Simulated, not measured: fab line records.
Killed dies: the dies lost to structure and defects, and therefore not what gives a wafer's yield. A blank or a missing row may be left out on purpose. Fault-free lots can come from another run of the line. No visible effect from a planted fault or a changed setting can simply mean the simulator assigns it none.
fab line records -- flow n5_finfet
record: lots: 9, wafers: 27, last_day: 17
route steps=1938 shown GATE_CUT@498 MOL_CONTACT_COAG@528 BEOL_M4@1111 PASSIVATION@1936
lots with no fault: from the same line, run without faults
start_h: hours from the record's opening day to when the first of the lot's shown wafers began -- wait_h: hours since the lot's step before -- " the same as in the row above -- L1.1+2: several wafers, shown together as one row -- - no value, or no start given -- * or withheld: withheld -- < > ~ a bound
route shown NAME@n: a module of which the file shows steps, and the number in the route of the first -- usual: mean/standard deviation of fault-free wafers -- same: alike in all rows -- chamber/n: place in a boat -- sites: readings site by site -- _std_site: how widely they spread, as a standard deviation -- _edge_site: the outer-site mean with the inner-site mean subtracted -- radius_mm: for every site, how far away it sits from the centre of the wafer -- mask NAME#n: copy n -- behind: the last tool/chamber to shape the wafer -- hold: the reason the lot was held/the length of the hold in hours/how it ended -- device: the n, p or np transistor that did not switch -- end of line: the tests these same wafers got at the end of their route -- a step given without rows: its recipe and nothing more -- killed: the dies lost at the first sort to structure and to defects; this is not the yield of the wafer -- map: shows each die of a wafer: x if killed, . if not, _ if none is there
set.NAME: the setting that was run; set.NAME@STEP: the one run at that earlier step -- model.NAME: the simulator's own value behind a step, which no gauge read
route steps across a sampled set of lots; one table per step, one row per wafer
services: the hour from which a tool's chamber was out of use, counted from the record's first day as start_h (under 0 if before that day), plus the number of hours and why
== steps ==
step: N5_GATE_CUT_STRIP_42
recipe: chemistry: O2, power_w: 400, temp_c: 40, pressure_mtorr: 30, rf_frequency_hz: 6e+07, bias_power_w: 0, overash_fraction: 0.3, o2_flow_sccm: 225
usual: drypump_motor_current_A: 5.8/0.37, oes_product_au: 0.78/0.086, rf_vpp_V: 3.7/0.52, showerhead_plenum_p_Torr: 2.08/0.079, throttle_valve_pct: 16.73/0.24
same: overash_fraction: 0.3
lot.wafer,tool,chamber,start_h,wait_h,drypump_motor_current_A,oes_product_au,rf_hours_counter_h,rf_vpp_V,showerhead_plenum_p_Torr,throttle_valve_pct
L147.2,rie_diel-06,0,96.05,0.0,5.8,0.82,92,3.7,2.04,16.38
L147.4,rie_diel-06,3,96.05,0.0,6.0,0.65,246,4.6,2.06,16.91
L147.5,rie_diel-06,1,96.05,0.0,6.3,0.98,-,3.9,2.25,16.49
L150.1,rie_diel-06,0,116.58,0.0,5.8,0.82,99,3.5,2.04,16.40
L150.2,rie_diel-06,1,116.58,0.0,6.4,0.97,8,4.6,2.24,16.48
L150.5,rie_diel-06,2,116.58,0.0,5.9,0.70,-,2.9,2.07,16.97
L151.1,rie_diel-01,1,121.59,0.0,5.5,0.73,197,4.4,2.17,16.82
L151.5,rie_diel-01,0,121.59,0.0,5.3,0.79,-,3.9,2.11,16.59
L151.6,rie_diel-01,1,121.59,0.0,5.5,0.74,-,3.5,2.17,16.83
L152.3,rie_diel-01,0,128.79,0.0,5.3,0.78,119,3.4,2.11,16.58
L152.5,rie_diel-01,2,128.79,0.0,6.1,0.80,-,3.1,2.11,16.90
L152.6,rie_diel-01,1,128.79,0.0,5.6,0.74,-,3.2,2.17,16.85
L155.1,rie_diel-06,1,144.28,0.0,6.4,0.93,19,5.3,2.24,16.52
L155.2,rie_diel-06,2,144.28,0.0,5.9,0.70,222,2.7,2.07,17.00
L155.6,rie_diel-06,0,144.28,0.0,5.8,0.81,-,3.9,2.03,16.42
L158.1,rie_diel-01,1,165.55,0.0,5.5,0.72,211,3.5,2.16,16.87
L158.2,rie_diel-01,2,165.55,0.0,6.1,0.80,125,3.8,2.11,16.91
L158.3,rie_diel-01,0,165.55,0.0,5.2,0.77,131,3.2,2.11,16.62
L162.1,rie_diel-05,3,186.27,0.0,5.2,0.72,196,3.8,2.00,16.92
L162.2,rie_diel-05,0,186.27,0.0,5.9,0.85,55,3.3,2.04,16.40
L162.3,rie_diel-05,1,186.27,0.0,6.1,0.74,177,3.5,2.17,16.89
L166.1,rie_diel-01,2,214.34,0.0,6.0,0.79,144,3.6,2.10,16.95
L166.4,rie_diel-01,1,214.34,0.0,5.5,0.71,231,3.1,2.16,16.90
L166.5,rie_diel-01,3,214.34,0.0,5.5,0.72,-,4.1,1.98,16.75
L167.1,rie_diel-05,3,216.65,0.0,5.2,0.71,206,3.9,1.99,16.97
L167.2,rie_diel-05,1,216.65,0.0,6.1,0.73,185,4.2,2.17,16.90
L167.5,rie_diel-05,0,216.65,0.0,5.9,0.83,-,3.8,2.04,16.40
step: N5_GATE_CUT_ETCH_47
recipe: chemistry: Cl2/BCl3, target: SiO2, target_depth_a: 100, pressure_mtorr: 10, icp_w: 1000, bias_w: 126, Cl2_flow_sccm: 53.25, bcl3_flow_sccm: 21.75, Ar_flow_sccm: 25
usual: drypump_motor_current_A: 5.5/0.66, oes_product_au: 0.77/0.082, throttle_valve_pct: 22.78/0.18
lot.wafer,tool,chamber,start_h,wait_h,drypump_motor_current_A,oes_product_au,rf_hours_counter_h,throttle_valve_pct
L147.2,rie_metal-01,0,96.35,0.0,6.1,0.79,36,22.30
L147.4,rie_metal-01,1,96.35,0.0,5.4,0.74,-,22.82
L147.5,rie_metal-01,1,96.35,0.0,5.4,0.73,-,22.82
L150.1,rie_metal-02,1,116.88,0.0,5.3,0.64,116,22.85
L150.2,rie_metal-02,0,116.88,0.0,6.4,0.87,12,22.82
L150.5,rie_metal-02,0,116.88,0.0,6.4,0.88,-,22.81
L151.1,rie_metal-02,0,121.88,0.0,6.4,0.88,13,22.83
L151.5,rie_metal-02,0,121.88,0.0,6.4,0.89,-,22.81
L151.6,rie_metal-02,1,121.88,0.0,5.3,0.63,-,22.85
L152.3,rie_metal-01,0,129.10,0.0,6.1,0.80,-,22.31
L152.5,rie_metal-01,1,129.10,0.0,5.4,0.74,-,22.81
L152.6,rie_metal-01,0,129.10,0.0,6.1,0.79,-,22.29
L155.1,rie_metal-01,1,144.57,0.0,5.4,0.73,69,22.84
L155.2,rie_metal-01,0,144.57,0.0,6.1,0.78,40,22.30
L155.6,rie_metal-01,0,144.57,0.0,6.1,0.78,-,22.30
L158.1,rie_metal-02,1,165.85,0.0,5.3,0.62,121,22.84
L158.2,rie_metal-02,0,165.85,0.0,6.4,0.86,18,22.83
L158.3,rie_metal-02,1,165.85,0.0,5.2,0.63,-,22.86
L162.1,rie_metal-02,0,186.57,0.0,6.4,0.84,20,22.85
L162.2,rie_metal-02,1,186.57,0.0,5.3,0.62,123,22.84
L162.3,rie_metal-02,0,186.57,0.0,6.4,0.85,-,22.84
L166.1,rie_metal-03,1,214.79,0.1,4.7,0.80,40,22.78
L166.4,rie_metal-03,1,214.79,0.1,4.7,0.79,-,22.77
L166.5,rie_metal-03,1,214.79,0.1,4.7,0.79,-,22.76
L167.1,rie_metal-03,1,217.10,0.1,4.7,0.79,41,22.77
L167.2,rie_metal-03,1,217.10,0.1,4.7,0.78,-,22.75
L167.5,rie_metal-03,1,217.10,0.1,4.7,0.79,-,22.76
step: N5_GATE_CUT_VAPOR_ETCH_49
recipe: chemistry: BCl3/Cl2, target: TiAlC, mode: isotropic
usual: drypump_motor_current_A: 5.5/0.67, oes_product_au: 0.77/0.082
lot.wafer,tool,chamber,start_h,wait_h,drypump_motor_current_A,oes_product_au
L147.2,rie_metal-01,0,96.41,0.0,6.1,0.79
L147.4,rie_metal-01,1,96.41,0.0,5.4,0.73
L147.5,rie_metal-01,1,96.41,0.0,5.4,0.74
L150.1,rie_metal-02,1,116.94,0.0,5.2,0.63
L150.2,rie_metal-02,0,116.94,0.0,6.4,0.88
L150.5,rie_metal-02,0,116.94,0.0,6.4,0.88
L151.1,rie_metal-02,0,121.94,0.0,6.4,0.87
L151.5,rie_metal-02,0,121.94,0.0,6.4,0.87
L151.6,rie_metal-02,1,121.94,0.0,5.2,0.63
L152.3,rie_metal-01,0,129.16,0.0,6.1,0.79
L152.5,rie_metal-01,1,129.16,0.0,5.4,0.72
L152.6,rie_metal-01,0,129.16,0.0,6.1,0.78
L155.1,rie_metal-01,1,144.63,0.0,5.4,0.72
L155.2,rie_metal-01,0,144.63,0.0,6.1,0.79
L155.6,rie_metal-01,0,144.63,0.0,6.1,0.79
L158.1,rie_metal-02,1,165.91,0.0,5.2,0.63
L158.2,rie_metal-02,0,165.91,0.0,6.4,0.86
L158.3,rie_metal-02,1,165.91,0.0,5.3,0.63
L162.1,rie_metal-02,0,186.63,0.0,6.4,0.84
L162.2,rie_metal-02,1,186.63,0.0,5.3,0.62
L162.3,rie_metal-02,0,186.63,0.0,6.4,0.85
L166.1,rie_metal-03,1,214.91,0.1,4.7,0.79
L166.4,rie_metal-03,1,214.91,0.1,4.7,0.79
L166.5,rie_metal-03,1,214.91,0.1,4.7,0.79
L167.1,rie_metal-03,1,217.22,0.1,4.7,0.79
L167.2,rie_metal-03,1,217.22,0.1,4.7,0.79
L167.5,rie_metal-03,1,217.22,0.1,4.7,0.79
step: N5_GATE_CUT_CMP_61
recipe: stop_on: SiNx, t_overpolish_s: 3, post_cmp_clean: alkaline_brush, down_force_psi: 4, platen_rpm: 27.09, pad_velocity_m_s: 0.539
usual: motor_current_A: 12.0/1.4, platen_rpm: 27.090/0.018
lot.wafer,tool,chamber,start_h,wait_h,motor_current_A,platen_rpm
L147.2,cmp-04,0,99.29,0.3,11.2,27.102
L147.4,cmp-04,1,99.29,0.3,12.2,27.080
L147.5,cmp-04,2,99.29,0.3,11.5,27.081
L150.1,cmp-04,3,119.50,0.3,12.2,27.138
L150.2,cmp-04,0,119.50,0.3,11.0,27.089
L150.5,cmp-04,2,119.50,0.3,11.0,27.131
L151.1,cmp-02,1,124.55,0.3,11.6,27.066
L151.6,cmp-02,0,124.55,0.3,11.2,27.085
L151.5,cmp-02,1,124.55,0.3,12.3,27.097
L152.3,cmp-01,1,131.72,0.3,14.4,27.098
L152.5,cmp-01,0,131.72,0.3,12.5,27.112
L152.6,cmp-01,1,131.72,0.3,15.2,27.103
L155.2,cmp-02,2,147.16,0.4,10.6,27.083
L155.1,cmp-02,0,147.16,0.4,10.9,27.108
L155.6,cmp-02,3,147.16,0.4,14.6,27.112
L158.2,cmp-02,1,168.43,0.4,11.9,27.087
L158.3,cmp-02,2,168.43,0.4,10.7,27.066
L158.1,cmp-02,0,168.43,0.4,11.0,27.042
L162.2,cmp-04,0,189.99,0.4,10.8,27.104
L162.1,cmp-04,1,189.99,0.4,11.3,27.099
L162.3,cmp-04,3,189.99,0.4,12.5,27.090
L166.1,cmp-04,0,217.50,0.4,11.6,27.108
L166.4,cmp-04,2,217.50,0.4,11.6,27.078
L166.5,cmp-04,1,217.50,0.4,10.9,27.080
L167.1,cmp-02,0,219.81,0.4,11.5,27.117
L167.2,cmp-02,2,219.81,0.4,10.8,27.105
L167.5,cmp-02,1,219.81,0.4,12.0,27.103
step: N5_GATE_CUT_INSPECT_26
recipe: inspect_instrument: darkfield, mode: post_cmp
usual: raw_defect_count: 37/14
lot.wafer,tool,chamber,start_h,wait_h,raw_defect_count
L147.2,defect_inspect-01,-,99.46,0.0,51
L147.4,defect_inspect-01,-,99.46,0.0,30
L147.5,defect_inspect-01,-,99.46,0.0,36
L150.1,defect_inspect-02,-,119.70,0.0,20
L150.2,defect_inspect-02,-,119.70,0.0,22
L150.5,defect_inspect-02,-,119.70,0.0,26
L151.1,defect_inspect-02,-,124.75,0.0,58
L151.5,defect_inspect-02,-,124.75,0.0,52
L151.6,defect_inspect-02,-,124.75,0.0,60
L152.3,defect_inspect-01,-,131.92,0.0,21
L152.5,defect_inspect-01,-,131.92,0.0,21
L152.6,defect_inspect-01,-,131.92,0.0,23
L155.1,defect_inspect-01,-,147.39,0.0,24
L155.2,defect_inspect-01,-,147.39,0.0,48
L155.6,defect_inspect-01,-,147.39,0.0,59
L158.1,defect_inspect-02,-,168.66,0.0,29
L158.2,defect_inspect-02,-,168.66,0.0,42
L158.3,defect_inspect-02,-,168.66,0.0,41
L162.1,defect_inspect-01,-,190.22,0.0,757
L162.2,defect_inspect-01,-,190.22,0.0,810
L162.3,defect_inspect-01,-,190.22,0.0,749
L166.1,defect_inspect-02,-,217.73,0.0,795
L166.4,defect_inspect-02,-,217.73,0.0,817
L166.5,defect_inspect-02,-,217.73,0.0,814
L167.1,defect_inspect-01,-,220.04,0.0,27
L167.2,defect_inspect-01,-,220.04,0.0,38
L167.5,defect_inspect-01,-,220.04,0.0,29
step: N5_MOL_CONTACT_COAG_INSPECT_10
recipe: mode: adi, inspect_instrument: brightfield
usual: raw_defect_count: 65/20
lot.wafer,tool,chamber,start_h,wait_h,raw_defect_count
L147.2,defect_inspect-02,-,99.85,0.0,74
L147.4,defect_inspect-02,-,99.85,0.0,67
L147.5,defect_inspect-02,-,99.85,0.0,45
L150.1,defect_inspect-01,-,120.21,0.1,43
L150.2,defect_inspect-01,-,120.21,0.1,46
L150.5,defect_inspect-01,-,120.21,0.1,46
L151.1,defect_inspect-02,-,125.13,0.1,99
L151.5,defect_inspect-02,-,125.13,0.1,83
L151.6,defect_inspect-02,-,125.13,0.1,102
L152.3,defect_inspect-02,-,135.17,0.0,44
L152.5,defect_inspect-02,-,135.17,0.0,38
L152.6,defect_inspect-02,-,135.17,0.0,39
L155.1,defect_inspect-01,-,147.78,0.1,48
L155.2,defect_inspect-01,-,147.78,0.1,62
L155.6,defect_inspect-01,-,147.78,0.1,93
L158.1,defect_inspect-01,-,169.05,0.1,51
L158.2,defect_inspect-01,-,169.05,0.1,57
L158.3,defect_inspect-01,-,169.05,0.1,59
L162.1,defect_inspect-01,-,190.61,0.1,793
L162.2,defect_inspect-01,-,190.61,0.1,853
L162.3,defect_inspect-01,-,190.61,0.1,788
L166.1,defect_inspect-01,-,218.12,0.1,824
L166.4,defect_inspect-01,-,218.12,0.1,855
L166.5,defect_inspect-01,-,218.12,0.1,852
L167.1,defect_inspect-02,-,220.43,0.1,61
L167.2,defect_inspect-02,-,220.43,0.1,67
L167.5,defect_inspect-02,-,220.43,0.1,51
step: N5_BEOL_M4_RC_MEAS_101
usual: DIBL_N: 36.2/1.4, DIBL_P: 36.1/1.5, IOFF_N: 0.153/0.02, IOFF_P: 0.215/0.03, ION_N: 672/8.6, ION_P: 463/6.8, SS_N: 71.5/0.47, SS_P: 73.3/0.57, VT_N: 250.6/2.4, VT_P: -249/3.2
lot.wafer,tool,chamber,start_h,wait_h,DIBL_N[mV/V],DIBL_P[mV/V],IOFF_N[nA/um],IOFF_P[nA/um],ION_N[uA/um],ION_P[uA/um],SS_N[mV/dec],SS_P[mV/dec],VT_N[mV],VT_P[mV]
L147.2,prober-01,0,175.96,0.2,38.6,38.4,0.186,0.248,673,464,71.8,74.6,246.8,-245
L147.4,prober-01,0,175.96,0.2,38.9,38.0,0.179,0.249,676,461,73.0,73.8,248.2,-247
L147.5,prober-01,0,175.96,0.2,37.4,36.7,0.161,0.224,667,457,72.1,73.5,249.3,-250
L150.1,prober-02,0,195.10,0.0,36.7,37.2,0.156,0.219,668,460,71.6,73.6,251.8,-251
L150.2,prober-02,0,195.10,0.0,33.9,33.7,0.113,0.172,652,455,70.8,71.9,258.3,-254
L150.5,prober-02,0,195.10,0.0,36.0,36.6,0.146,0.215,662,462,71.3,73.3,250.5,-251
L152.3,prober-02,0,214.07,0.3,34.3,33.5,0.120,0.195,661,468,71.3,72.6,255.7,-250
L152.5,prober-02,0,214.07,0.3,36.0,35.1,0.144,0.229,673,470,71.5,73.6,250.6,-248
L152.6,prober-02,0,214.07,0.3,35.6,34.9,0.146,0.223,669,466,71.7,73.7,251.3,-248
L151.1,prober-01,0,221.33,0.0,36.0,36.4,0.159,0.242,676,472,72.3,73.8,249.5,-244
L151.5,prober-01,0,221.33,0.0,35.7,36.1,0.144,0.236,666,471,71.4,72.5,252.1,-245
L151.6,prober-01,0,221.33,0.0,35.8,37.0,0.159,0.255,674,476,71.3,73.1,251.9,-244
L155.1,prober-02,0,229.18,0.0,37.6,38.4,0.144,0.228,657,461,71.7,73.7,252.0,-246
L155.2,prober-02,0,229.18,0.0,39.3,39.5,0.178,0.256,687,476,71.7,74.3,250.2,-246
L155.6,prober-02,0,229.18,0.0,37.1,37.7,0.144,0.224,670,468,71.6,72.9,250.8,-249
L158.1,prober-02,0,244.40,0.0,37.3,38.1,0.159,0.210,678,461,71.6,73.9,249.5,-250
L158.2,prober-02,0,244.40,0.0,36.6,36.3,0.147,0.189,674,458,70.8,73.4,253.1,-251
L158.3,prober-02,0,244.40,0.0,38.5,38.9,0.178,0.222,682,457,71.1,74.0,247.0,-251
L162.1,prober-01,0,265.57,0.0,35.1,35.4,0.147,0.227,675,465,71.9,73.4,252.7,-247
L162.2,prober-01,0,265.57,0.0,36.4,36.6,0.162,0.255,664,462,71.5,74.4,251.6,-245
L162.3,prober-01,0,265.57,0.0,36.7,36.7,0.179,0.257,673,465,72.6,73.9,250.0,-244
L167.1,prober-02,0,296.07,0.0,35.3,34.7,0.139,0.193,673,460,71.3,73.2,253.2,-250
L167.2,prober-02,0,296.07,0.0,34.6,34.2,0.141,0.188,679,464,70.8,74.3,253.1,-254
L167.5,prober-02,0,296.07,0.0,34.8,34.0,0.134,0.191,679,464,71.5,73.3,251.2,-251
L166.1,prober-02,0,297.12,0.0,36.7,37.1,0.156,0.239,683,472,70.9,73.3,252.4,-248
L166.4,prober-02,0,297.12,0.0,36.4,36.2,0.150,0.224,676,470,71.2,72.1,250.8,-249
L166.5,prober-02,0,297.12,0.0,37.6,37.5,0.176,0.252,693,475,71.9,73.3,249.7,-246
step: N5_PASSIVATION_PROBE_49
usual: defect_limited_yield: 91.3/1.3, killed_at_M0_to_M3: 35/13, killed_at_M4_up: 13/5.2, killed_at_contacts: 12/6.2, killed_at_front_end: 39/9.6, killed_at_other: 3.1/2.6, killed_dies: 102/16, killed_on_rim: 13/3.8, killed_open: 68/13, killed_short: 33/6.9, sort_bin_5_function: 5.1/0.87, sort_bin_6_memory: 3.3/0.67, sort_n_pass: 1078/16, sort_yield_pct: 91.3/1.3
same: gross_dies: 1180, killed_at_back_side: 0, sort_bin_4_leakage[%]: 0, sort_bin_8_speed[%]: 0
lot.wafer,tool,chamber,start_h,wait_h,defect_limited_yield[%],killed_at_M0_to_M3,killed_at_M4_up,killed_at_contacts,killed_at_front_end,killed_at_other,killed_dies,killed_on_rim,killed_open,killed_short,sort_bin_5_function[%],sort_bin_6_memory[%],sort_n_pass,sort_yield_pct[%]
L147.2,prober-01,-,273.55,0.1,89.9,24,11,23,59,2,119,16,78,40,5.1,4.3,1061,89.9
L147.4,prober-01,-,273.65,0.2,91.1,33,8,11,49,4,105,13,74,31,5.5,2.9,1075,91.1
L147.5,prober-01,-,273.70,0.2,90.1,43,12,20,39,3,117,17,73,39,6.1,3.5,1063,90.1
L150.1,prober-01,-,296.84,0.0,90.8,13,12,27,48,8,108,15,88,20,5.0,3.9,1072,90.8
L150.2,prober-01,-,296.89,0.1,91.8,23,15,17,37,5,97,7,57,37,4.8,3.0,1083,91.8
L150.5,prober-01,-,297.04,0.2,91.8,13,20,15,43,6,97,17,64,33,5.0,2.9,1083,91.8
L152.3,prober-01,-,315.38,0.1,92.3,38,10,6,35,2,91,10,59,31,5.3,2.5,1089,92.3
L152.5,prober-01,-,315.48,0.2,91.0,44,13,10,38,1,106,11,79,27,5.3,3.5,1074,91.0
L152.6,prober-01,-,315.53,0.3,89.7,62,13,6,38,2,121,14,90,27,5.3,4.4,1059,89.7
L155.1,prober-01,-,330.14,0.0,90.5,52,16,9,29,6,112,18,79,33,6.4,3.0,1068,90.5
L155.2,prober-01,-,330.19,0.1,90.8,55,10,14,29,1,109,12,70,38,4.8,4.2,1071,90.8
L155.6,prober-01,-,330.39,0.3,87.1,89,12,15,34,2,152,16,102,50,7.9,4.4,1028,87.1
L158.1,prober-02,-,335.79,0.0,91.0,35,13,22,31,5,106,14,65,41,5.1,3.6,1074,91.0
L158.2,prober-02,-,335.84,0.1,91.7,30,17,7,44,0,98,11,53,41,5.0,2.5,1082,91.7
L158.3,prober-02,-,335.89,0.1,91.6,31,18,8,41,1,99,19,63,36,5.8,2.5,1081,91.6
L162.1,prober-01,-,365.11,0.2,50.2,20,13,13,538,4,588,74,61,17,31.2,15.6,592,50.2
L162.2,prober-01,-,365.16,0.2,49.1,26,22,11,540,2,601,77,68,21,34.8,12.6,579,49.1
L162.3,prober-01,-,365.21,0.3,50.6,27,7,7,538,4,583,80,44,30,31.9,13.3,597,50.6
L166.1,prober-01,-,396.17,0.0,49.2,34,7,8,545,5,599,96,55,28,33.3,14.2,581,49.2
L166.4,prober-01,-,396.32,0.2,48.2,14,3,8,586,0,611,80,44,23,31.2,17.5,569,48.2
L166.5,prober-01,-,396.37,0.2,50.0,15,9,8,557,1,590,74,28,26,31.8,14.4,590,50.0
killed by level:class
L147.2 MOL_CONTACT_COAG:geometric_particle:open=19 FIN_SAQP:geometric_particle:open=14 STI_FIN_REVEAL:geometric_particle:open=14 BEOL_M0_SAQP:geometric_particle:short=8 BEOL_M4:geometric_particle:open=7 STARTING-WAFER:geometric_particle:short=6 DUMMY_GATE:geometric_particle:open=6 FIN_SAQP:geometric_particle:short=5
L147.4 STI_FIN_REVEAL:geometric_particle:open=12 MOL_CONTACT_COAG:geometric_particle:open=10 FIN_SAQP:geometric_particle:short=9 BEOL_M0_SAQP:geometric_particle:short=9 FIN_SAQP:geometric_particle:open=7 DUMMY_GATE:geometric_particle:open=7 BEOL_M0_SAQP:geometric_particle:open=7 BEOL_M2:geometric_particle:open=7
L147.5 MOL_CONTACT_COAG:geometric_particle:open=15 BEOL_M1:geometric_particle:open=12 FIN_SAQP:geometric_particle:open=9 BEOL_M0_SAQP:geometric_particle:short=8 BEOL_M3:geometric_particle:open=7 BEOL_M0_SAQP:geometric_particle:open=6 BEOL_M3:geometric_particle:short=6 MOL_CONTACT_COAG:geometric_particle:short=5
L150.1 MOL_CONTACT_COAG:geometric_particle:open=22 STI_FIN_REVEAL:geometric_particle:open=15 BEOL_M4:geometric_particle:open=10 DUMMY_GATE:geometric_particle:open=9 FIN_SAQP:geometric_particle:open=7 MOL_CONTACT_COAG:geometric_particle:short=5 GATE_CUT:geometric_particle:short=4 BEOL_M1:geometric_particle:open=4
L150.2 MOL_CONTACT_COAG:geometric_particle:open=14 FIN_SAQP:geometric_particle:short=11 BEOL_M1:geometric_particle:open=8 FIN_SAQP:geometric_particle:open=7 BEOL_M1:geometric_particle:short=4 BEOL_M0_SAQP:geometric_particle:short=4 BEOL_M4:geometric_particle:open=4 STI_FIN_REVEAL:geometric_particle:short=3
L150.5 MOL_CONTACT_COAG:geometric_particle:open=14 BEOL_M4:geometric_particle:open=12 FIN_SAQP:geometric_particle:open=11 FIN_SAQP:geometric_particle:short=10 DUMMY_GATE:geometric_particle:open=5 GATE_CUT:geometric_particle:short=5 BEOL_M1:geometric_particle:open=5 BEOL_M2:geometric_particle:open=4
L152.3 BEOL_M3:geometric_particle:open=11 BEOL_M0_SAQP:geometric_particle:open=9 STI_FIN_REVEAL:geometric_particle:open=7 BEOL_M0_SAQP:geometric_particle:short=6 BEOL_M2:geometric_particle:open=6 FIN_SAQP:geometric_particle:open=4 GATE_CUT:geometric_particle:short=4 STARTING-WAFER:geometric_particle:open=4
L152.5 BEOL_M3:geometric_particle:open=11 BEOL_M0_SAQP:geometric_particle:open=10 BEOL_M2:geometric_particle:open=10 BEOL_M4:geometric_particle:open=9 FIN_SAQP:geometric_particle:open=8 STI_FIN_REVEAL:geometric_particle:open=8 STARTING-WAFER:geometric_particle:open=6 MOL_CONTACT_COAG:geometric_particle:open=6
L152.6 BEOL_M0_SAQP:geometric_particle:open=18 BEOL_M0_SAQP:geometric_particle:short=14 BEOL_M3:geometric_particle:open=14 STI_FIN_REVEAL:geometric_particle:open=11 FIN_SAQP:geometric_particle:open=7 BEOL_M4:geometric_particle:open=7 MOL_CONTACT_COAG:geometric_particle:open=6 BEOL_M2:geometric_particle:open=6
L155.1 BEOL_M0_SAQP:geometric_particle:open=14 BEOL_M4:geometric_particle:open=9 BEOL_M0_SAQP:geometric_particle:short=8 MOL_CONTACT_COAG:geometric_particle:open=7 FIN_SAQP:geometric_particle:open=6 STI_FIN_REVEAL:geometric_particle:open=6 DUMMY_GATE:geometric_particle:open=6 BEOL_M0:geometric_particle:open=6
L155.2 BEOL_M1:geometric_particle:open=18 BEOL_M2:geometric_particle:open=11 MOL_CONTACT_COAG:geometric_particle:open=9 BEOL_M0_SAQP:geometric_particle:open=9 BEOL_M0_SAQP:geometric_particle:short=8 FIN_SAQP:geometric_particle:short=6 MOL_CONTACT_COAG:geometric_particle:short=5 FIN_SAQP:geometric_particle:open=4
L155.6 BEOL_M0_SAQP:geometric_particle:open=26 BEOL_M0_SAQP:geometric_particle:short=25 MOL_CONTACT_COAG:geometric_particle:open=12 BEOL_M1:geometric_particle:open=11 STI_FIN_REVEAL:geometric_particle:open=10 BEOL_M2:geometric_particle:open=9 BEOL_M3:geometric_particle:open=9 FIN_SAQP:geometric_particle:short=6
L158.1 MOL_CONTACT_COAG:geometric_particle:open=12 MOL_CONTACT_COAG:geometric_particle:short=10 FIN_SAQP:geometric_particle:short=7 BEOL_M3:geometric_particle:open=6 STI_FIN_REVEAL:geometric_particle:open=5 BEOL_M0_SAQP:geometric_particle:short=5 BEOL_M2:geometric_particle:open=5 BEOL_M4:geometric_particle:open=5
L158.2 FIN_SAQP:geometric_particle:short=12 BEOL_M0_SAQP:geometric_particle:short=11 BEOL_M4:geometric_particle:open=10 FIN_SAQP:geometric_particle:open=8 GATE_CUT:geometric_particle:short=6 MOL_CONTACT_COAG:geometric_particle:open=6 BEOL_M0_SAQP:geometric_particle:open=5 DUMMY_GATE:geometric_particle:open=4
L158.3 FIN_SAQP:geometric_particle:open=14 BEOL_M0_SAQP:geometric_particle:open=10 FIN_SAQP:geometric_particle:short=9 BEOL_M0_SAQP:geometric_particle:short=8 STI_FIN_REVEAL:geometric_particle:open=6 BEOL_M4:geometric_particle:open=6 MOL_CONTACT_COAG:geometric_particle:open=5 BEOL_M3:geometric_particle:open=4
L162.1 GATE_CUT:unspecified=510 MOL_CONTACT_COAG:geometric_particle:open=12 FIN_SAQP:geometric_particle:open=10 BEOL_M1:geometric_particle:open=9 BEOL_M4:geometric_particle:open=9 FIN_SAQP:geometric_particle:short=6 DUMMY_GATE:geometric_particle:open=3 BEOL_M3:geometric_particle:open=3
L162.2 GATE_CUT:unspecified=512 MOL_CONTACT_COAG:geometric_particle:open=10 BEOL_M4:geometric_particle:open=10 BEOL_M2:geometric_particle:open=8 DUMMY_GATE:geometric_particle:open=7 BEOL_M0_SAQP:geometric_particle:open=5 STARTING-WAFER:geometric_particle:open=5 FIN_SAQP:geometric_particle:open=4
L162.3 GATE_CUT:unspecified=509 DUMMY_GATE:geometric_particle:open=7 BEOL_M2:geometric_particle:open=7 STI_FIN_REVEAL:geometric_particle:open=6 BEOL_M0_SAQP:geometric_particle:open=6 FIN_SAQP:geometric_particle:open=5 GATE_CUT:geometric_particle:short=5 BEOL_M3:geometric_particle:short=5
L166.1 GATE_CUT:unspecified=515 FIN_SAQP:geometric_particle:open=12 BEOL_M3:geometric_particle:open=11 BEOL_M0_SAQP:geometric_particle:short=6 BEOL_M0_SAQP:geometric_particle:open=6 MOL_CONTACT_COAG:geometric_particle:open=5 BEOL_M4:geometric_particle:open=5 BEOL_M1:geometric_particle:open=4
L166.4 GATE_CUT:unspecified=543 FIN_SAQP:geometric_particle:open=11 DUMMY_GATE:geometric_particle:open=6 GATE_CUT:geometric_particle:short=6 MOL_CONTACT_COAG:geometric_particle:open=6 BEOL_M0_SAQP:geometric_particle:open=5 STI_FIN_REVEAL:geometric_particle:open=4 BEOL_M0_SAQP:geometric_particle:short=4
L166.5 GATE_CUT:unspecified=536 BEOL_M0_SAQP:geometric_particle:short=6 MOL_CONTACT_COAG:geometric_particle:open=5 GATE_CUT:geometric_particle:short=4 FIN_SAQP:geometric_particle:open=3 MOL_CONTACT_COAG:geometric_particle:short=3 BEOL_M2:geometric_particle:short=3 BEOL_M4:geometric_particle:open=3
== services ==
tool,chamber,start_h,hours,kind
rie_diel-05,-,80.53,0.9,repair
rie_diel-05,-,86.91,1.6,repair
rie_diel-05,-,89.31,0.6,repair
cmp-02,-,90.90,1.4,repair
rie_diel-01,2,95.96,3.7,repair
cmp-01,-,97.63,1.3,repair
cmp-04,-,99.42,1.5,repair
rie_metal-02,-,105.68,1.2,repair
cmp-01,-,107.53,3.9,pm
cmp-04,-,119.65,4.0,pm
cmp-04,-,125.54,2.5,repair
rie_metal-01,-,138.07,0.8,repair
cmp-02,-,148.02,6.0,pm
rie_metal-03,-,149.47,16.2,repair
rie_diel-05,2,154.96,3.7,repair
rie_diel-01,3,156.15,22.7,repair
rie_diel-06,2,158.83,4.2,repair
rie_metal-02,1,175.71,1.0,repair
cmp-04,-,181.50,0.7,repair
rie_metal-02,-,190.94,2.8,pm
cmp-02,-,191.26,3.9,repair
rie_metal-01,-,210.31,14.6,pm
rie_metal-03,0,212.50,9.5,repair
rie_diel-06,1,212.61,5.3,repair
== key ==
first_sign: step: N5_GATE_CUT_INSPECT_26, reading: raw_defect_count, direction: up, sigmas: 52, usual: 37, struck: 790
effect: step: N5_MOL_CONTACT_COAG_INSPECT_10, reading: raw_defect_count, direction: up, sigmas: 38, usual: 65, struck: 828
effect: step: N5_PASSIVATION_PROBE_49, reading: killed_at_front_end, direction: up, sigmas: 53, usual: 39, struck: 551
more_kills_born_at: N5_GATE_CUT_CMP_61@cmp-04: 3124
met_at N5_GATE_CUT_CMP_61
struck_lots L162,L166
not_acting_at N5_GATE_CUT_STRIP_42,N5_GATE_CUT_ETCH_47,N5_GATE_CUT_VAPOR_ETCH_49
onset_between 119.50 189.99
fault: kind: chamber_particle_source, tool: cmp-04, chamber: -, onset_h: 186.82, steps: N5_GATE_CUT_CMP_61, rate_per_visit_cm2: 1.1726, end_h: 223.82
